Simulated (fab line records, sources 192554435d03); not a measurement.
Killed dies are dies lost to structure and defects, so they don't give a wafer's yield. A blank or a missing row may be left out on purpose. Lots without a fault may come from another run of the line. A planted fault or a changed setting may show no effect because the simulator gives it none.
Split-lot experiment | flow n5_finfet | 7 lots, 21 wafers read, on a route of 1938 steps

THE SPLIT
At N5_BEOL_M1_HM_DEP_02 (deposits TiN, target thk 20 nm), the setting target_thk_a was moved away from the recipe's 200 angstrom on 5 of the 21 wafers read, by -12.3% to -7.8%. The other wafers ran this setting at the recipe's value.

FROM THE SPLIT TO THE READING: what the file shows between them, 4 steps
- N5_BEOL_M1_COAT_61: time 60 s, resist thk 60 nm
- N5_BEOL_M1_COAT_62: time 60 s, resist thk 12 nm
- N5_BEOL_M1_STRIP_75: strips in N2/H2
- N5_BEOL_M1_STRIP_66: strips in CF4

THE READING
etch.depth_nm (the simulator's own value, which no gauge read), in nm, at N5_BEOL_M1_HM_OPEN_17 (chemistry Cl2/BCl3, target TiN, target depth 20 nm, overetch 6 nm). The file gives no usual value for it. The 16 wafers here that ran the recipe average 20.06 nm, standard deviation 0.18 nm.

wafer  | tool, chamber at the split | target_thk_a as run, angstrom | against the recipe | etch.depth_nm, nm | against lot-mates on the recipe
L074.1 | pvd_sputter-03, -          | 200                           | recipe             | 20.05             | -
L074.2 | pvd_sputter-03, -          | 200                           | recipe             | 19.97             | -
L074.5 | pvd_sputter-03, -          | 200                           | recipe             | 20.01             | -
L079.3 | pvd_sputter-01, -          | 178.1                         | -11.0%             | 17.78             | -2.07
L079.4 | pvd_sputter-01, -          | 178.1                         | -11.0%             | 17.62             | -2.23
L079.5 | pvd_sputter-01, -          | 200                           | recipe             | 19.85             | -
L080.3 | pvd_sputter-02, -          | 200                           | recipe             | 20.35             | -
L080.5 | pvd_sputter-02, -          | 200                           | recipe             | 20.29             | -
L080.6 | pvd_sputter-02, -          | 200                           | recipe             | 19.93             | -
L081.1 | pvd_sputter-03, -          | 184.3                         | -7.8%              | 18.54             | -1.43
L081.2 | pvd_sputter-03, -          | 200                           | recipe             | 20.15             | -
L081.3 | pvd_sputter-03, -          | 200                           | recipe             | 19.78             | -
L089.1 | pvd_sputter-01, -          | 175.4                         | -12.3%             | 17.65             | -2.40
L089.2 | pvd_sputter-01, -          | 200                           | recipe             | 20.18             | -
L089.6 | pvd_sputter-01, -          | 200                           | recipe             | 19.91             | -
L092.2 | pvd_sputter-01, -          | 200                           | recipe             | 20.08             | -
L092.4 | pvd_sputter-01, -          | 176.4                         | -11.8%             | 17.57             | -2.39
L092.5 | pvd_sputter-01, -          | 200                           | recipe             | 19.85             | -
L094.1 | pvd_sputter-02, -          | 200                           | recipe             | 20.2              | -
L094.3 | pvd_sputter-02, -          | 200                           | recipe             | 20.04             | -
L094.6 | pvd_sputter-02, -          | 200                           | recipe             | 20.39             | -

THE FIT
A straight line over all 21 wafers: etch.depth_nm changes by +0.208 nm for each +1% of target_thk_a; r = +0.99; the points scatter about the line by 0.17 nm.
The same after taking each lot's own level away (the mean of its wafers on the recipe; 21 wafers): +0.196 nm for each +1%; r = +0.99; scatter 0.13 nm.
On that fit, the largest move of target_thk_a shifts the reading by 2.4 nm.
The lots' own levels span 19.850 to 20.210 nm, that is 2.0 times the standard deviation above.
So the lot-to-lot level changes the slope little: the two slopes agree.
Check: with one of the wafers moved furthest among these (-12.3%) left out of the fit, the line predicts -2.42 nm for it against its lot-mates. It came out at -2.4 nm against them.

THE WHOLE CHAIN: every reading that the file lists as answering this split, in the file's order
step                  | what it does                                                      | reading                                                                          | change (the file's fit)               | r (the file's)
N5_BEOL_M1_HM_DEP_02  | deposits TiN, target thk 20 nm                                    | TiN_of_BEOL_M1_HM_DEP_02.thk_nm (the simulator's own value, which no gauge read) | +0.195 nm for each +1% of the setting | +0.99
N5_BEOL_M1_HM_OPEN_17 | chemistry Cl2/BCl3, target TiN, target depth 20 nm, overetch 6 nm | etch.depth_nm (the simulator's own value, which no gauge read)                   | +0.196 nm for each +1% of the setting | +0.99

THE FILE'S OWN FIT
etch.depth_nm changes by +0.196 nm for each +1% of target_thk_a, r = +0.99.
